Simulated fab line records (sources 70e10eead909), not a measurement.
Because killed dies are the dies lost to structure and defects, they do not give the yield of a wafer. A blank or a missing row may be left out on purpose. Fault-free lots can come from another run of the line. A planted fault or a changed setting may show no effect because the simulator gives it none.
Which tool did it? || flow nand_harc || 13 lots with 37 wafers sampled at 2 steps, on a route of 1302 steps

WHAT EACH GAUGE READ, for each wafer
NHARC_A_CHANNEL_HOLE_D1_INSPECT_40.
{"lot": "L908", "measured": "day 8 21:31", "on": "defect_inspect-02", "raw_defect_count": "39 28 55"}
{"lot": "L909", "measured": "day 9 06:11", "on": "defect_inspect-01", "raw_defect_count": "77 70 91"}
{"lot": "L910", "measured": "day 9 10:04", "on": "defect_inspect-01", "raw_defect_count": "29 26 27"}
{"lot": "L911", "measured": "day 9 20:39", "on": "defect_inspect-02", "raw_defect_count": "44 38 46"}
{"lot": "L912", "measured": "day 12 22:02", "on": "defect_inspect-01", "raw_defect_count": "89 104 74"}
{"lot": "L916", "measured": "day 13 02:39", "on": "defect_inspect-01", "raw_defect_count": "92 74 117"}
{"lot": "L914", "measured": "day 13 14:36", "on": "defect_inspect-02", "raw_defect_count": "83 94"}
{"lot": "L913", "measured": "day 13 17:57", "on": "defect_inspect-01", "raw_defect_count": "83 52"}
{"lot": "L921", "measured": "day 14 18:14", "on": "defect_inspect-01", "raw_defect_count": "48 49 71"}
{"lot": "L922", "measured": "day 15 00:35", "on": "defect_inspect-02", "raw_defect_count": "98 123 128"}
{"lot": "L925", "measured": "day 15 09:25", "on": "defect_inspect-02", "raw_defect_count": "108 66 97"}
{"lot": "L930", "measured": "day 18 04:39", "on": "defect_inspect-01", "raw_defect_count": "116 98 104"}
{"lot": "L931", "measured": "day 19 06:19", "on": "defect_inspect-02", "raw_defect_count": "53 52 50"}

TOOL THAT RAN EACH LOT (tool first, then ch and the chambers of the sampled wafers, then the start)
{"lot": "L908", "NHARC_A_CHANNEL_HOLE_D1_ETCH_21": "har_etch-01 ch 1, day 8 16:10"}
{"lot": "L909", "NHARC_A_CHANNEL_HOLE_D1_ETCH_21": "har_etch-02 ch 0,1, day 9 00:49"}
{"lot": "L910", "NHARC_A_CHANNEL_HOLE_D1_ETCH_21": "har_etch-01 ch 0,1, day 9 04:37"}
{"lot": "L911", "NHARC_A_CHANNEL_HOLE_D1_ETCH_21": "har_etch-01 ch 0,1, day 9 15:26"}
{"lot": "L912", "NHARC_A_CHANNEL_HOLE_D1_ETCH_21": "har_etch-02 ch 0,1, day 12 16:43"}
{"lot": "L916", "NHARC_A_CHANNEL_HOLE_D1_ETCH_21": "har_etch-02 ch 1, day 12 20:53"}
{"lot": "L914", "NHARC_A_CHANNEL_HOLE_D1_ETCH_21": "har_etch-02 ch 0, day 13 06:01"}
{"lot": "L913", "NHARC_A_CHANNEL_HOLE_D1_ETCH_21": "har_etch-01 ch 1, day 13 12:40"}
{"lot": "L921", "NHARC_A_CHANNEL_HOLE_D1_ETCH_21": "har_etch-01 ch 0,1, day 14 12:57"}
{"lot": "L922", "NHARC_A_CHANNEL_HOLE_D1_ETCH_21": "har_etch-02 ch 0,1, day 14 19:28"}
{"lot": "L925", "NHARC_A_CHANNEL_HOLE_D1_ETCH_21": "har_etch-02 ch 0,1, day 15 03:50"}
{"lot": "L930", "NHARC_A_CHANNEL_HOLE_D1_ETCH_21": "har_etch-01 ch 0,1, day 17 23:36"}
{"lot": "L931", "NHARC_A_CHANNEL_HOLE_D1_ETCH_21": "har_etch-02 ch 0,1, day 19 01:05"}
- NHARC_A_CHANNEL_HOLE_D1_ETCH_21: etches the open film in C4F8/O2/Ar, time 514.3 s, target depth 1600 nm.

AS READ BY THE TOOLS THEMSELVES (means over the sampled wafers that have a number; for cases with no such wafer, the mark the record gives instead)
NHARC_A_CHANNEL_HOLE_D1_ETCH_21.
{"lot": "L908", "tool": "har_etch-01", "drypump_motor_current_A (A)": 5.84, "he_backside_leak_sccm (sccm)": 5.8, "showerhead_plenum_p_Torr (Torr)": 3.69, "throttle_valve_pct (%)": 32.153}
{"lot": "L909", "tool": "har_etch-02", "drypump_motor_current_A (A)": 5.85, "he_backside_leak_sccm (sccm)": 7.1, "showerhead_plenum_p_Torr (Torr)": 3.55, "throttle_valve_pct (%)": 32.157}
{"lot": "L910", "tool": "har_etch-01", "drypump_motor_current_A (A)": 5.72, "he_backside_leak_sccm (sccm)": 6.2, "showerhead_plenum_p_Torr (Torr)": 3.71, "throttle_valve_pct (%)": 32.160}
{"lot": "L911", "tool": "har_etch-01", "drypump_motor_current_A (A)": 5.78, "he_backside_leak_sccm (sccm)": 6.1, "showerhead_plenum_p_Torr (Torr)": 3.69, "throttle_valve_pct (%)": 32.155}
{"lot": "L912", "tool": "har_etch-02", "drypump_motor_current_A (A)": 5.86, "he_backside_leak_sccm (sccm)": 7.3, "showerhead_plenum_p_Torr (Torr)": 3.53, "throttle_valve_pct (%)": 32.152}
{"lot": "L916", "tool": "har_etch-02", "drypump_motor_current_A (A)": 6.19, "he_backside_leak_sccm (sccm)": 7.4, "showerhead_plenum_p_Torr (Torr)": 3.49, "throttle_valve_pct (%)": 32.152}
{"lot": "L914", "tool": "har_etch-02", "drypump_motor_current_A (A)": 5.73, "he_backside_leak_sccm (sccm)": 7.2, "showerhead_plenum_p_Torr (Torr)": 3.55, "throttle_valve_pct (%)": 32.157}
{"lot": "L913", "tool": "har_etch-01", "drypump_motor_current_A (A)": 5.83, "he_backside_leak_sccm (sccm)": 6.5, "showerhead_plenum_p_Torr (Torr)": 3.66, "throttle_valve_pct (%)": 32.155}
{"lot": "L921", "tool": "har_etch-01", "drypump_motor_current_A (A)": 5.78, "he_backside_leak_sccm (sccm)": 6.4, "showerhead_plenum_p_Torr (Torr)": 3.66, "throttle_valve_pct (%)": 32.168}
{"lot": "L922", "tool": "har_etch-02", "drypump_motor_current_A (A)": 6.00, "he_backside_leak_sccm (sccm)": 5.8, "showerhead_plenum_p_Torr (Torr)": 3.50, "throttle_valve_pct (%)": 32.150}
{"lot": "L925", "tool": "har_etch-02", "drypump_motor_current_A (A)": 6.04, "he_backside_leak_sccm (sccm)": 5.5, "showerhead_plenum_p_Torr (Torr)": 3.50, "throttle_valve_pct (%)": 32.150}
{"lot": "L930", "tool": "har_etch-01", "drypump_motor_current_A (A)": 5.78, "he_backside_leak_sccm (sccm)": 6.7, "showerhead_plenum_p_Torr (Torr)": 3.63, "throttle_valve_pct (%)": 32.147}
{"lot": "L931", "tool": "har_etch-02", "drypump_motor_current_A (A)": 5.89, "he_backside_leak_sccm (sccm)": 5.4, "showerhead_plenum_p_Torr (Torr)": 3.92, "throttle_valve_pct (%)": 32.162}

THE ANSWER, worked out from the rows above alone
Rule: usual is defined by the lots themselves. Put in order of their means at a reading, lots are off if they are a third of the lots or fewer, leave a main group of 4 or more, and stand apart from it by a gap of 3 or more times the standard deviation of the main group's means; of several such gaps the widest counts. If all means in a main group match to the digits the tables above print for the reading, that group is not used. Also off: a lot with no number at a reading for which 4 or more lots have one. All remaining lots with rows at the step are treated as sound. First the gauges in route order, then the tools' own readings, where a lot's mean is used as printed above. The first step at which some lot is off is used, and at that step the reading that is off furthest; a lot without a number counts as furthest.
Nothing can be told from this: no lot is off at any reading shown.

WHAT THE SIMULATOR HAD INSERTED
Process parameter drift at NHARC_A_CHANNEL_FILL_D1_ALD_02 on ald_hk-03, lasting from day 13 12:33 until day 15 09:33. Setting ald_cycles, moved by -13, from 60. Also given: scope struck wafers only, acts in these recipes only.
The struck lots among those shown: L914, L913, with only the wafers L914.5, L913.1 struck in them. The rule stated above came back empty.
